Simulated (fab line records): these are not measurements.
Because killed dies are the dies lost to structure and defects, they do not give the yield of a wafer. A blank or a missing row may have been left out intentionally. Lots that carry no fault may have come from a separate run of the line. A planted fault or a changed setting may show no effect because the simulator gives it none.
Check for tools in common ; flow nand-harc ; Lots sampled 13, wafers sampled 39

== REASON IT WAS OPENED ==
On 3 of the 13 lots, a flag is raised at NHARC_END_SORT_01 on the reading sort_bin_2_pct. Fault-free wafers read 1.4 %, with a standard deviation of 0.68.
Rule: a lot gets a flag if all its wafers with a number sit over 4 standard deviations from that mean, or if no wafer of it has a number. The rest of the lots are taken to be sound.

lot;measured;on;sort_bin_2_pct (%), wafer by wafer;flag
L592;day 20 04:47;prober-02;0.7 0.7 1.2;
L595;day 21 03:04;prober-01;1.3 0.3 1.0;
L598;day 21 10:00;prober-02;1.0 0.9 1.0;
L596;day 21 12:30;prober-01;1.2 1.8 0.9;
L594;day 21 17:43;prober-02;1.0 1.2 1.0;
L599;day 21 18:46;prober-01;0.7 0.1 0.1;
L597;day 22 02:11;prober-02;1.6 1.6 1.9;
L600;day 22 08:10;prober-01;94.1 92.2 93.2;FLAGGED
L602;day 22 09:09;prober-02;93.1 93.5 94.1;FLAGGED
L601;day 22 16:02;prober-01;90.8 91.9 90.0;FLAGGED
L609;day 24 12:21;prober-01;2.1 2.5 1.9;
L610;day 25 01:40;prober-01;2.7 2.5 3.1;
L611;day 25 12:46;prober-02;1.2 1.3 1.5;
Flagged lots average 92.5 %: +91.1 % relative to the usual, that is +99 or more standard deviations.

== TOOL THAT RAN EACH LOT ==
Before the reading, the record contains 2 process steps out of a 1159-step route. Every cell lists first the tool, next ch and the chambers used by the sampled wafers, and last the start.
lot;flag;NHARC_A_M0_STRIP_18;NHARC_A_M0_PVD_21
L592;;rie-diel-13 ch 2,3, day 17 22:01;pvd-sputter-03, day 18 00:11 or earlier
L595;;rie-diel-07 ch 0,1, day 18 22:38;pvd-sputter-01, day 19 00:44 or earlier
L598;;rie-diel-13 ch 0,1,2, day 19 18:07;pvd-sputter-02, day 19 20:49 or earlier
L596;;rie-diel-09 ch 0,2,3, day 19 17:46;pvd-sputter-02, day 19 20:30 or earlier
L594;;rie-diel-13 ch 0,2, day 19 13:37;pvd-sputter-01, day 19 15:49 or earlier
L599;;rie-diel-07 ch 0,2,3, day 19 22:51;pvd-sputter-01, day 20 00:54 or earlier
L597;;rie-diel-07 ch 2,3, day 19 23:30;pvd-sputter-03, day 20 02:07 or earlier
L600;FLAGGED;rie-diel-13 ch 1,2,3, day 20 15:39;pvd-sputter-03, day 20 17:45 or earlier
L602;FLAGGED;rie-diel-09 ch 0,1, day 20 15:24;pvd-sputter-01, day 20 17:30 or earlier
L601;FLAGGED;rie-diel-07 ch 0,2, day 20 19:53;pvd-sputter-02, day 20 22:01 or earlier
L609;;rie-diel-07 ch 1,2,3, day 22 22:02;pvd-sputter-02, day 23 00:08 or earlier
L610;;rie-diel-13 ch 0,2, day 23 10:30;pvd-sputter-03, day 23 12:34 or earlier
L611;;rie-diel-13 ch 0,2,3, day 23 17:44;pvd-sputter-02, day 23 19:50 or earlier
These steps, and what they do:
- NHARC_A_M0_STRIP_18: strips in N2/H2.
- NHARC_A_M0_PVD_21: deposits Cu, target thk 30 nm, time 20.49 s.
- NHARC_END_SORT_01

== FLAGGED OVER TOTAL, TOOL BY TOOL (the gauges that took the reading come last) ==
step;tool;lots run;flagged;share of the flagged lots;sound lots run after its first flagged lot
NHARC_A_M0_STRIP_18;rie-diel-07;5;1;some;1 (L609)
NHARC_A_M0_STRIP_18;rie-diel-09;2;1;some;0
NHARC_A_M0_STRIP_18;rie-diel-13;6;1;some;2 (L610,L611)
NHARC_A_M0_PVD_21;pvd-sputter-01;4;1;some;0
NHARC_A_M0_PVD_21;pvd-sputter-02;5;1;some;2 (L609,L611)
NHARC_A_M0_PVD_21;pvd-sputter-03;4;1;some;1 (L610)
NHARC_END_SORT_01;prober-01;7;2;some;2 (L609,L610)
NHARC_END_SORT_01;prober-02;6;1;some;1 (L611)
Because NHARC_A_M0_PVD_21 lacks a start for some lots, the hours and order of its lots are taken from NHARC_A_M0_INSPECT_27.

== WHAT IS ALLOWED BY THE TABLE ==
No row of the table ran every flagged lot.

== WHAT THE SIMULATOR HAD INSERTED ==
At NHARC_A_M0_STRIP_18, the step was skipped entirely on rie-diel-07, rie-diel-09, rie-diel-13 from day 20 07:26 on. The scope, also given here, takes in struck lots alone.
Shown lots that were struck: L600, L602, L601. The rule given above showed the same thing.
